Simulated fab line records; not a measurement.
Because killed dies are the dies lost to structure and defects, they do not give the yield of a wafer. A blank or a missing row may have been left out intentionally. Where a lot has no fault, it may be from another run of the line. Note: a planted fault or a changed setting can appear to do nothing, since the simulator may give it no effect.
Matching of chambers	flow n5_finfet	pecvd-01 running N5_BEOL_M0_SAQP_PECVD_04: 3 sister chambers
The step deposits a-Si from SiH4/He, target thk 60 nm, time 60.2 s. 6 wafers are shown with their chamber, then 10 later ones without.

## EACH WAFER AND ITS CHAMBER
wafer	chamber	showerhead_plenum_p_Torr (Torr)	throttle_valve_pct (%)
L084.3	1	5.76	17.0
L085.2	0	5.66	18.9
L085.3	2	5.71	17.1
L085.6	2	5.70	17.0
L086.3	1	5.75	17.5
L086.5	0	5.65	19.2

## WAFERS WITH NO CHAMBER GIVEN
wafer	showerhead_plenum_p_Torr (Torr)	throttle_valve_pct (%)
L086.6	5.69	16.7
L088.1	5.76	17.3
L088.5	5.71	17.0
L088.6	5.76	17.2
L094.1	5.71	16.9
L094.3	5.67	19.2
L094.4	5.66	19.2
L095.1	5.76	17.4
L095.3	5.66	19.3
L095.6	5.70	17.1

## WHICH CHAMBER EACH ONE RAN IN
wafer	from the rows above	in truth
L086.6	2	2
L088.1	1	1
L088.5	2	2
L088.6	1	1
L094.1	2	2
L094.3	0	0
L094.4	0	0
L095.1	1	1
L095.3	0	0
L095.6	2	2
Correct placement for 10 of the 10. Left unplaced by these rows: 0. Wrongly placed: 0.
How it was worked out, from the rows above alone: a wafer's distance from a chamber is the root of the sum, over the readings, of the square of ((its reading less the chamber's mean) divided by the reading's scatter). The wafer belongs to the nearest chamber; if the next one is less than 2 further off, it can't be placed. Each chamber's mean is taken over the wafers shown for it. The scatter: the root of (the sum of the squares of (reading less its chamber's mean) over the shown wafers, divided by (wafers less chambers)).
